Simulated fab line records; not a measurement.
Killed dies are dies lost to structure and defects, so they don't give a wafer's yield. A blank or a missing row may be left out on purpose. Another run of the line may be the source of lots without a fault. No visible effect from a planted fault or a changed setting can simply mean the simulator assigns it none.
A lot that was struck, set against a sound lot + flow nand-harc + 15 steps out of a route of 1159
Sound: wafers L827.3, L827.4, L827.6. Wafers L816.2, L816.4, L816.6 were the ones struck. Last of all comes the cause.
For every step that has rows: the tool of each side, followed by ch and its chambers, followed by its first start. Under that, the readings that differ: sound wafers + struck wafers + difference of the means + sigmas: that difference in standard deviations of wafers without a fault.
alike: readings with means less than 2 such deviations apart, plus words and numbers identical on both sides. not compared: withheld readings, readings lacking a value on some wafer, bounds such as >300 that could conceal the same value, and numbers that have no deviation in the record and whose values overlap.
The two part at a step that has a row with sigmas, a row that says differs or no value, or rows on one side only. Numbers that have no deviation but don't overlap get no sigmas and don't part them. A reading that every wafer of one side lacks parts them only if that side has two wafers or more.

NHARC_A_CONTACT_ETCH_75: etches the open film in CF4, target depth 39 nm, time 65 s.
  sound on rie-diel-09 ch 1,2,3, day 21 20:35; struck on rie-diel-11 ch 0,1,3, day 19 09:01
  alike: bias-w, cf4-flow-sccm, drypump-motor-current-A, oes-product-au, rf-vpp-V, showerhead-plenum-p-Torr, throttle-valve-pct
  not compared: rf-hours-counter-h
then, 5 steps without rows for these wafers: NHARC_A_CONTACT_ETCH_76 (etches the open film in N2/H2, target depth 260 nm, time 475.3 s); NHARC_A_CONTACT_ETCH_77 (etches the open film in CF4/CHF3, target depth 72.6 nm, time 36.3 s); NHARC_A_CONTACT_ETCH_78 (etches the open film in O2/COS, target depth 2800 nm, time 728 s); NHARC_A_CONTACT_ETCH_124 (etches the open film in C4F8/O2/Ar, time 140 s, target depth 700 nm); NHARC_A_CONTACT_ETCH_125 (etches the open film in C4F8/O2/Ar, time 155 s, target depth 956 nm).
NHARC_A_CONTACT_ETCH_126: etches the open film in C4F8/O2/Ar, time 155 s, target depth 956 nm.
  sound on har-cap-etch-02 ch 0,1, day 21 22:00; struck on har-cap-etch-01 ch 1, day 19 10:43
  alike: chamber-pressure-mTorr, oes-air-line-au
  not compared: rf-hours-counter-h
then, 2 steps without rows for these wafers: NHARC_A_CONTACT_ETCH_127 (etches the open film in C4F8/O2/Ar, time 155 s, target depth 956 nm); NHARC_A_CONTACT_ETCH_128 (etches the open film in C4F8/O2/Ar, time 155 s, target depth 956 nm).
NHARC_A_CONTACT_ETCH_129: etches the open film in C4F8/O2/Ar, time 155 s, target depth 956 nm.
  sound on har-cap-etch-02 ch 0,1, day 21 22:26; struck on har-cap-etch-01 ch 1, day 19 11:09
  alike: chamber-pressure-mTorr, oes-air-line-au
  not compared: rf-hours-counter-h
NHARC_A_CONTACT_ETCH_130: etches the open film in C4F8/O2/Ar, time 155 s, target depth 956 nm.
  sound on har-cap-etch-02 ch 0,1, day 21 22:34; struck on har-cap-etch-01 ch 1, day 19 11:17
  alike: chamber-pressure-mTorr, oes-air-line-au
  not compared: rf-hours-counter-h
NHARC_A_CONTACT_ETCH_131: etches the open film in C4F8/O2/Ar, time 155 s, target depth 956 nm.
  sound on har-cap-etch-02 ch 0,1, day 21 22:43; struck on har-cap-etch-01 ch 1, day 19 11:26
  alike: chamber-pressure-mTorr, oes-air-line-au
  not compared: rf-hours-counter-h
NHARC_A_CONTACT_ETCH_132: etches the open film in C4F8/O2/Ar, time 156 s, target depth 958 nm.
  sound on har-cap-etch-02 ch 0,1, day 21 22:51; struck on har-cap-etch-01 ch 1, day 19 11:34
  no value came back on the struck wafers for chamber-pressure-mTorr (mTorr), oes-air-line-au (a.u.); on the sound wafers chamber-pressure-mTorr (mTorr) reads 20.037 19.994 20.014
  not compared: rf-hours-counter-h
then, 1 step without rows for these wafers: NHARC_A_CONTACT_ETCH_133 (etches the open film in C4F8/O2/Ar, time 195 s, target depth 840 nm).
-- record jumps: 3 days between struck wafers' starts before vs after; left off in module A_CONTACT, resumes in module END, first step shown is number 1159 of the route --
NHARC_END_SORT_01:
  only the struck wafers appear in the record here, on prober-02 ch 0 at day 22 02:25; the sound ones have no rows

== WHERE THEY PART ==
At NHARC_A_CONTACT_ETCH_132 first; at NHARC_END_SORT_01 last (within this record only).

WHY: what the simulator had put in
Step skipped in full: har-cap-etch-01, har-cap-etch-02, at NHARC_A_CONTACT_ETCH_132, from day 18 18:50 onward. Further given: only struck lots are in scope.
